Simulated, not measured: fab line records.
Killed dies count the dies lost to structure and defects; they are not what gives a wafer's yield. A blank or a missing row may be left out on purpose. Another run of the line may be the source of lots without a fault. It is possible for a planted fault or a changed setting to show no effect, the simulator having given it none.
Chamber matching | flow n5_finfet | N5_BEOL_M0_SAQP_ETCH_106 on rie_diel-04 has 4 sister chambers
The step etches SOC in N2/H2, stops on SiNx, target depth 150 nm. 4 wafers are shown with their chamber, then 12 later ones without.

== WAFERS, EACH WITH ITS CHAMBER ==
wafer  | chamber | drypump_motor_current_A (A)
L085.6 | 3       | 5.9
L087.4 | 2       | 6.1
L087.5 | 1       | 5.2
L087.6 | 0       | 5.2

== WAFERS WITHOUT THEIR CHAMBER ==
wafer  | drypump_motor_current_A (A)
L090.2 | 6.2
L090.3 | 5.9
L090.4 | 5.2
L092.1 | 6.1
L092.3 | 5.9
L092.6 | 5.2
L094.1 | 5.9
L094.2 | 5.1
L094.5 | 5.2
L096.1 | 6.1
L096.3 | 5.3
L096.5 | 6.1

== THE CHAMBER EACH PASSED THROUGH ==
wafer  | from the rows above     | in truth
L090.2 | 2                       | 2
L090.3 | 3                       | 3
L090.4 | can't be placed: 0 or 1 | 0
L092.1 | 2                       | 2
L092.3 | 3                       | 3
L092.6 | can't be placed: 0 or 1 | 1
L094.1 | 3                       | 3
L094.2 | can't be placed: 0 or 1 | 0
L094.5 | can't be placed: 0 or 1 | 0
L096.1 | 2                       | 2
L096.3 | can't be placed: 0 or 1 | 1
L096.5 | 2                       | 2
7 of 12 placed correctly. From these rows, 5 cannot be placed; in 5 the true chamber is one of the candidates. Number placed wrongly: 0.
How it was worked out, from the rows above alone: a wafer's distance from a chamber is the root of the sum, over the readings, of the square of ((its reading less the chamber's mean) divided by the reading's scatter). If the next closest chamber is less than 2 further off than the closest, the wafer can't be placed; otherwise it belongs to the closest. Each chamber's mean is taken over the wafers shown for it. The scatter (one wafer shown for each chamber): square how far every hidden wafer sits from the nearest shown wafer, average those squares and take the square root.
